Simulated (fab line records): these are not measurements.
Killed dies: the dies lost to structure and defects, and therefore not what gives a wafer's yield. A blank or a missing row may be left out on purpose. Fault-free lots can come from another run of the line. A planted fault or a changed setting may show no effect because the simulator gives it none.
Chamber matching | flow nand_harc | NHARC_P_GATE_DESCUM_13 on rie_diel-02 has 4 sister chambers
The step chemistry O2, time 3 s. 16 wafers are shown with their chamber, then 8 later ones without.

## WAFERS WITH THEIR CHAMBER
wafer  | chamber | drypump_motor_current_A (A) | oes_product_au (a.u.) | throttle_valve_pct (%)
L082.1 | 3       | 5.4                         | 0.993                 | 11.314
L082.2 | 1       | 5.5                         | 0.998                 | 11.293
L082.4 | 2       | 5.2                         | 1.007                 | 11.313
L083.2 | 0       | 5.9                         | 1.000                 | 11.297
L083.3 | 2       | 5.2                         | 1.007                 | 11.317
L083.5 | 1       | 5.5                         | 1.003                 | 11.315
L084.1 | 2       | 5.2                         | 1.009                 | 11.310
L084.2 | 1       | 5.6                         | 1.009                 | 11.313
L084.3 | 0       | 6.0                         | 1.002                 | 11.301
L084.4 | 3       | 5.4                         | 0.993                 | 11.319
L084.5 | 2       | 5.2                         | 1.011                 | 11.326
L084.6 | 3       | 5.4                         | 0.995                 | 11.314
L085.1 | 0       | 6.0                         | 0.994                 | 11.323
L085.2 | 3       | 5.4                         | 1.000                 | 11.320
L085.4 | 1       | 5.5                         | 0.993                 | 11.315
L089.1 | 3       | 5.4                         | 1.006                 | 11.316

SIGNATURES (means of the wafers above)
reading                 | chamber 0 | chamber 1 | chamber 2 | chamber 3 | scatter within a chamber
drypump_motor_current_A | 5.967     | 5.525     | 5.200     | 5.400     | 0.0344
oes_product_au          | 0.99867   | 1.00075   | 1.00850   | 0.99740   | 0.0051
throttle_valve_pct      | 11.30700  | 11.30900  | 11.31650  | 11.31660  | 0.00872
Rule: for a wafer and a chamber, the distance is found by dividing, reading by reading, the gap between the wafer's reading and the chamber's mean by the reading's scatter, squaring, summing and taking the root. If the next closest chamber is less than 2 further off than the closest, the wafer can't be placed; otherwise it belongs to the closest. The scatter: take each reading less its chamber's mean, square it, sum over the shown wafers, divide by the number of wafers less the number of chambers, and take the root.

## WAFERS WITHOUT THEIR CHAMBER
wafer  | drypump_motor_current_A (A) | oes_product_au (a.u.) | throttle_valve_pct (%)
L089.3 | 5.5                         | 1.019                 | 11.306
L089.4 | 6.0                         | 1.007                 | 11.297
L090.1 | 5.2                         | 1.003                 | 11.302
L090.3 | 6.0                         | 0.995                 | 11.312
L090.6 | 5.2                         | 1.010                 | 11.306
L092.3 | 5.5                         | 1.029                 | 11.298
L092.4 | 5.2                         | 1.012                 | 11.307
L092.6 | 5.2                         | 1.018                 | 11.309

## WHICH CHAMBER EACH WENT THROUGH
wafer  | from the rows above     | in truth
L089.3 | can't be placed: 1 or 3 | 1
L089.4 | 0                       | 0
L090.1 | 2                       | 2
L090.3 | 0                       | 0
L090.6 | 2                       | 2
L092.3 | can't be placed: 1 or 3 | 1
L092.4 | 2                       | 2
L092.6 | 2                       | 2
Placed correctly: 6 of 8. Cannot be placed on the basis of these rows: 2; the candidates contain the true chamber in 2. Placed wrongly: 0.
